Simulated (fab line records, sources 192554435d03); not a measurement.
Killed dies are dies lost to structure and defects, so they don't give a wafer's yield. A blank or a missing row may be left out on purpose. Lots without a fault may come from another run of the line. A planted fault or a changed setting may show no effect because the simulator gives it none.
Chamber matching | flow n5_finfet | N5_HKMG_FIN_ALD_74 on ald_hk-01: 4 sister chambers
The step deposits La2O3, target thk 0.5 nm, pulse time 6 s, co reactant pulse time 1 s. 4 wafers are shown with their chamber, then 10 later ones without.

WAFERS WITH THEIR CHAMBER
wafer  | chamber | heater_power_w (W)
L090.4 | 1       | 281
L090.6 | 3       | 328
L093.1 | 2       | 341
L093.2 | 0       | 321

WAFERS WITHOUT THEIR CHAMBER
wafer  | heater_power_w (W)
L093.3 | 290
L093.4 | 331
L093.5 | 333
L093.6 | 346
L091.2 | 327
L091.4 | 331
L091.6 | 330
L095.2 | 329
L095.3 | 284
L095.4 | 346

WHICH CHAMBER EACH WENT THROUGH
wafer  | from the rows above          | in truth
L093.3 | 1                            | 1
L093.4 | can't be placed: 3 or 0 or 2 | 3
L093.5 | can't be placed: 3 or 2 or 0 | 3
L093.6 | 2                            | 2
L091.2 | can't be placed: 3 or 0      | 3
L091.4 | can't be placed: 3 or 0 or 2 | 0
L091.6 | can't be placed: 3 or 0      | 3
L095.2 | can't be placed: 3 or 0      | 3
L095.3 | 1                            | 1
L095.4 | 2                            | 2
Placed correctly: 4 of 10. Can't be placed from these rows: 6 (the true chamber is among the candidates in 6). Placed wrongly: 0.
How it was worked out, from the rows above alone: a wafer's distance from a chamber is the root of the sum, over the readings, of the square of ((its reading less the chamber's mean) divided by the reading's scatter). The wafer belongs to the nearest chamber; if the next one is less than 2 further off, it can't be placed. A chamber's mean is the mean of its shown wafers. The scatter: with one shown wafer a chamber, the root of the mean of the squares of how far each hidden wafer lies from its nearest shown one.
